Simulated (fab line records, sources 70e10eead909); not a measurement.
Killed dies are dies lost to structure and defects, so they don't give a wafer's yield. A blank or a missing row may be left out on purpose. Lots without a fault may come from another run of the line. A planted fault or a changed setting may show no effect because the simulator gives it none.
One fault seen from 2 desks | flow nand_harc | each desk has only its own numbers; what lay behind them comes last

THE METROLOGY DESK
What the gauges read, lot by lot, whatever tool the lot ran on: means of the sampled wafers that have a number. A lot is out of limits, marked OUT, if its mean lies more than 4 standard deviations from the usual mean; the brackets give that distance.
Columns: A = cd_nm at NHARC_A_CONTACT_CD_MEAS_15, usual 189.9 nm
lot  | first seen here | A
L658 | day 22 18:05    | 190.2
L656 | day 22 19:15    | 189.6
L657 | day 22 21:14    | 190.8
L661 | day 24 07:40    | 191.1
L660 | day 24 09:40    | 189.6
L662 | day 25 01:47    | 190.3
L665 | day 26 08:29    | 188.4
L664 | day 26 08:56    | 189.9
L666 | day 26 09:25    | 189.0
L667 | day 26 22:13    | 190.0
L673 | day 29 16:13    | 190.2
L674 | day 29 19:31    | 189.7
L679 | day 31 13:13    | 190.5
This desk's finding: nothing out of limits on any of the 13 lots.

THE TOOL OWNER'S DESK: rie_diel-08
The tool's own readings at NHARC_A_CONTACT_ETCH_110 (etches the open film in CF4/O2, target depth 60 nm, overetch 6 nm, time 33 s): means of the sampled wafers that have a number, for each lot that ran on this tool. A lot is out of limits, marked OUT, if its mean lies more than 4 standard deviations from the usual mean; the brackets give that distance.
Columns: A = drypump_motor_current_A at NHARC_A_CONTACT_ETCH_110, usual 5.8 A; B = oes_f_703_au at NHARC_A_CONTACT_ETCH_110, usual 1.001 a.u.; C = oes_product_au at NHARC_A_CONTACT_ETCH_110, usual 1.004 a.u.; D = rf_vpp_V at NHARC_A_CONTACT_ETCH_110, usual 197.8 V; E = showerhead_plenum_p_Torr at NHARC_A_CONTACT_ETCH_110, usual 1.33 Torr; F = throttle_valve_pct at NHARC_A_CONTACT_ETCH_110, usual 13.396 %
lot  | first seen here | A   | B     | C                | D     | E    | F
L658 | day 22 18:23    | 5.7 | 0.999 | 1.004            | 197.8 | 1.32 | 13.398
L657 | day 22 21:36    | 5.7 | 0.997 | 1.006            | 197.8 | 1.32 | 13.396
L666 | day 26 09:42    | 5.7 | 0.998 | 1.003            | 197.3 | 1.32 | 13.396
L673 | day 29 16:31    | 6.2 | 1.006 | 0.948 (-4.7) OUT | 199.8 | 1.39 | 13.374
L674 | day 29 19:48    | 6.2 | 1.003 | 1.000            | 200.2 | 1.39 | 13.407
This desk's finding: out of limits on L673; first on L673, day 29 16:31 (oes_product_au at NHARC_A_CONTACT_ETCH_110). In limits: L658, L657, L666, L674.

PUT TOGETHER
The tool owner's desk could have raised an alarm at day 29 16:31, on L673.
The metrology desk saw nothing out of limits.
The metrology desk has L673 on record, within its limits.
Of the lots named, all ran NHARC_A_CONTACT_ETCH_110 on rie_diel-08.

WHAT THE SIMULATOR HAD PUT IN
Process parameter drift: rie_diel-08, from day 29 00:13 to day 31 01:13, at NHARC_A_CONTACT_ETCH_110. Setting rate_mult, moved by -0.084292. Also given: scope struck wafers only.
Lots struck among those shown: L673.
Hours from the fault's start to each desk's first reading out of limits: the tool owner's desk, 16.
